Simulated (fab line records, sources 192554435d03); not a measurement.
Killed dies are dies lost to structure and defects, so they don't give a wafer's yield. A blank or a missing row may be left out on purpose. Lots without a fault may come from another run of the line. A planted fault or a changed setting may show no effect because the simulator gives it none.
Split-lot experiment | flow n5_finfet | 7 lots, 39 wafers read, on a route of 1938 steps

THE SPLIT
At N5_DUMMY_GATE_ETCH_44 (etches poly-Si in HBr/O2, stops on SiO2, target depth 127.5 nm), the setting target_depth_a was moved away from the recipe's 1275 angstrom on 18 of the 39 wafers read, by -12.1% to +11.7%. The other wafers ran this setting at the recipe's value.

The reading is taken at the split's own step.

THE READING
oes_product_au, in a.u., at N5_DUMMY_GATE_ETCH_44 (etches poly-Si in HBr/O2, stops on SiO2, target depth 127.5 nm). Fault-free wafers of this fab line usually give 0.721 a.u., standard deviation 0.011 a.u..

wafer  | tool, chamber at the split | target_depth_a as run, angstrom | against the recipe | oes_product_au, a.u. | against lot-mates on the recipe
L078.1 | rie_si-03, 3               | 1275                            | recipe             | 0.721                | -
L078.2 | rie_si-03, 2               | 1275                            | recipe             | 0.732                | -
L078.3 | rie_si-03, 1               | 1121                            | -12.1%             | 0.768                | +0.043
L078.4 | rie_si-03, 0               | 1121                            | -12.1%             | 0.774                | +0.049
L078.5 | rie_si-03, 0               | 1121                            | -12.1%             | 0.771                | +0.046
L078.6 | rie_si-03, 1               | 1275                            | recipe             | 0.721                | -
L079.1 | rie_si-02, 0               | 1275                            | recipe             | 0.729                | -
L079.3 | rie_si-02, 1               | 1275                            | recipe             | 0.725                | -
L079.6 | rie_si-02, 1               | 1275                            | recipe             | 0.728                | -
L081.1 | rie_si-02, 2               | 1275                            | recipe             | 0.712                | -
L081.2 | rie_si-02, 3               | 1158                            | -9.2%              | 0.742                | +0.026
L081.3 | rie_si-02, 0               | 1158                            | -9.2%              | 0.761                | +0.045
L081.4 | rie_si-02, 1               | 1158                            | -9.2%              | 0.753                | +0.037
L081.5 | rie_si-02, 1               | 1275                            | recipe             | 0.718                | -
L081.6 | rie_si-02, 2               | 1275                            | recipe             | 0.717                | -
L083.1 | rie_si-02, 2               | 1275                            | recipe             | 0.728                | -
L083.2 | rie_si-02, 0               | 1212                            | -4.9%              | 0.748                | +0.026
L083.3 | rie_si-02, 1               | 1275                            | recipe             | 0.716                | -
L083.4 | rie_si-02, 3               | 1212                            | -4.9%              | 0.733                | +0.011
L083.5 | rie_si-02, 2               | 1212                            | -4.9%              | 0.741                | +0.019
L083.6 | rie_si-02, 3               | 1275                            | recipe             | 0.723                | -
L086.1 | rie_si-04, 2               | 1379                            | +8.2%              | 0.691                | -0.027
L086.2 | rie_si-04, 1               | 1275                            | recipe             | 0.741                | -
L086.3 | rie_si-04, 3               | 1379                            | +8.2%              | 0.698                | -0.020
L086.4 | rie_si-04, 0               | 1275                            | recipe             | 0.708                | -
L086.5 | rie_si-04, 0               | 1275                            | recipe             | 0.704                | -
L086.6 | rie_si-04, 1               | 1379                            | +8.2%              | 0.709                | -0.009
L095.1 | rie_si-03, 3               | 1275                            | recipe             | 0.726                | -
L095.2 | rie_si-03, 1               | 1275                            | recipe             | 0.714                | -
L095.3 | rie_si-03, 2               | 1172                            | -8.1%              | 0.769                | +0.046
L095.4 | rie_si-03, 0               | 1275                            | recipe             | 0.730                | -
L095.5 | rie_si-03, 2               | 1172                            | -8.1%              | 0.766                | +0.043
L095.6 | rie_si-03, 1               | 1172                            | -8.1%              | 0.746                | +0.023
L097.1 | rie_si-02, 2               | 1275                            | recipe             | 0.705                | -
L097.2 | rie_si-02, 1               | 1275                            | recipe             | 0.695                | -
L097.3 | rie_si-02, 3               | 1424                            | +11.7%             | 0.670                | -0.033
L097.4 | rie_si-02, 0               | 1424                            | +11.7%             | 0.690                | -0.013
L097.5 | rie_si-02, 2               | 1275                            | recipe             | 0.708                | -
L097.6 | rie_si-02, 3               | 1424                            | +11.7%             | 0.678                | -0.025

THE FIT
A straight line over all 39 wafers: oes_product_au changes by -0.00374 a.u. for each +1% of target_depth_a; r = -0.92; the points scatter about the line by 0.011 a.u..
The same after taking each lot's own level away (the mean of its wafers on the recipe; 39 wafers): -0.00315 a.u. for each +1%; r = -0.91; scatter 0.0092 a.u..
On that fit, the largest move of target_depth_a shifts the reading by 0.038 a.u..
The lots' own levels span 0.7027 to 0.7273 a.u., that is 2.2 times the standard deviation above.
So the lot-to-lot level changes the slope: the two fits differ.
Check: with one of the wafers moved furthest among these (-12.1%) left out of the fit, the line predicts +0.0418 a.u. for it against its lot-mates. It came out at +0.0433 a.u. against them.
Tool readings at the split's step, against how far the setting was moved: oes_product_au r = -0.92.

OTHER SPLITS ON THESE WAFERS
These wafers also went through other splits before the reading. Each is held against what the fit with the lots' levels taken away leaves over:
other split on the same wafers    | wafers away from the commonest value | r with oes_product_au (lot level and that fit taken away)
N5_WELL_APT_IMPLANT_31 energy_kev | 18                                   | +0.01
N5_DUMMY_GATE_CVD_03 target_thk_a | 24                                   | +0.09

THE FILE'S OWN FIT
oes_product_au changes by -0.00326 a.u. for each +1% of target_depth_a, r = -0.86.
